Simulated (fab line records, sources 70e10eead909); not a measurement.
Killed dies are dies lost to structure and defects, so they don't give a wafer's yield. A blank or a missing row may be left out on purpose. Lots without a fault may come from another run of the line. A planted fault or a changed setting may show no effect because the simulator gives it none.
Chamber matching | flow nand_harc | NHARC_P_CONTACT_ETCH_35 on rie_diel-05: 4 sister chambers
The step etches the open film in CF4, target depth 39 nm, time 65 s. 4 wafers are shown with their chamber, then 7 later ones without.

WAFERS WITH THEIR CHAMBER
wafer  | chamber | drypump_motor_current_A (A)
L084.4 | 1       | 5.7
L089.6 | 3       | 5.1
L090.2 | 0       | 5.3
L090.4 | 2       | 5.9

WAFERS WITHOUT THEIR CHAMBER
wafer  | drypump_motor_current_A (A)
L090.6 | 5.1
L093.2 | 5.1
L093.3 | 6.0
L093.5 | 5.3
L097.2 | 5.2
L097.4 | 5.9
L097.6 | 5.2

WHICH CHAMBER EACH WENT THROUGH
wafer  | from the rows above     | in truth
L090.6 | 3                       | 3
L093.2 | 3                       | 3
L093.3 | 2                       | 2
L093.5 | 0                       | 0
L097.2 | can't be placed: 0 or 3 | 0
L097.4 | 2                       | 2
L097.6 | can't be placed: 0 or 3 | 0
Placed correctly: 5 of 7. Can't be placed from these rows: 2 (the true chamber is among the candidates in 2). Placed wrongly: 0.
How it was worked out, from the rows above alone: a wafer's distance from a chamber is the root of the sum, over the readings, of the square of ((its reading less the chamber's mean) divided by the reading's scatter). The wafer belongs to the nearest chamber; if the next one is less than 2 further off, it can't be placed. A chamber's mean is the mean of its shown wafers. The scatter: with one shown wafer a chamber, the root of the mean of the squares of how far each hidden wafer lies from its nearest shown one.
